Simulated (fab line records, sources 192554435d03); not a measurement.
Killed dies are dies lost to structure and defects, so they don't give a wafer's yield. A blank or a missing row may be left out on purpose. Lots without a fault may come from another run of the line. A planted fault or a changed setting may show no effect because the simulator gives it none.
One fault seen from 2 desks | flow n5_finfet | each desk has only its own numbers; what lay behind them comes last

THE METROLOGY DESK
What the gauges read, lot by lot, whatever tool the lot ran on: means of the sampled wafers that have a number. A lot is out of limits, marked OUT, if its mean lies more than 4 standard deviations from the usual mean; the brackets give that distance.
Columns: A = cd_nm at N5_BEOL_M6_CD_MEAS_18, usual 39.9 nm; B = cd_nm at N5_BEOL_M6_CD_MEAS_28, usual 40.07 nm; C = V5_OVL at N5_BEOL_M6_OVL_MEAS_29, usual -0.3 nm
lot  | first seen here | A    | B     | C
L621 | day 11 22:09    | 39.5 | 40.04 | -1.0
L625 | day 13 21:17    | 39.7 | 40.14 | 0.4
L627 | day 14 07:04    | 40.1 | 40.23 | -0.7
L629 | day 14 11:00    | 39.3 | 39.87 | -0.2
L635 | day 15 09:16    | 40.4 | 39.95 | 0.5
L633 | day 15 12:04    | 39.1 | 40.38 | 0.8
This desk's finding: nothing out of limits on any of the 6 lots.

THE DEFECT DESK
What the inspections along the route counted, lot by lot: means of the sampled wafers that have a number. A lot is out of limits, marked OUT, if its mean lies more than 4 standard deviations from the usual mean; the brackets give that distance.
Columns: A = raw_defect_count at N5_BEOL_M6_INSPECT_30, usual 424
lot  | first seen here | A
L621 | day 11 23:56    | 440
L625 | day 13 21:41    | 554
L627 | day 14 09:12    | 383
L629 | day 14 13:35    | 488
L635 | day 15 09:44    | 471
L633 | day 15 14:11    | 408
This desk's finding: nothing out of limits on any of the 6 lots.

PUT TOGETHER
The metrology desk saw nothing out of limits.
The defect desk saw nothing out of limits.

WHAT THE SIMULATOR HAD PUT IN
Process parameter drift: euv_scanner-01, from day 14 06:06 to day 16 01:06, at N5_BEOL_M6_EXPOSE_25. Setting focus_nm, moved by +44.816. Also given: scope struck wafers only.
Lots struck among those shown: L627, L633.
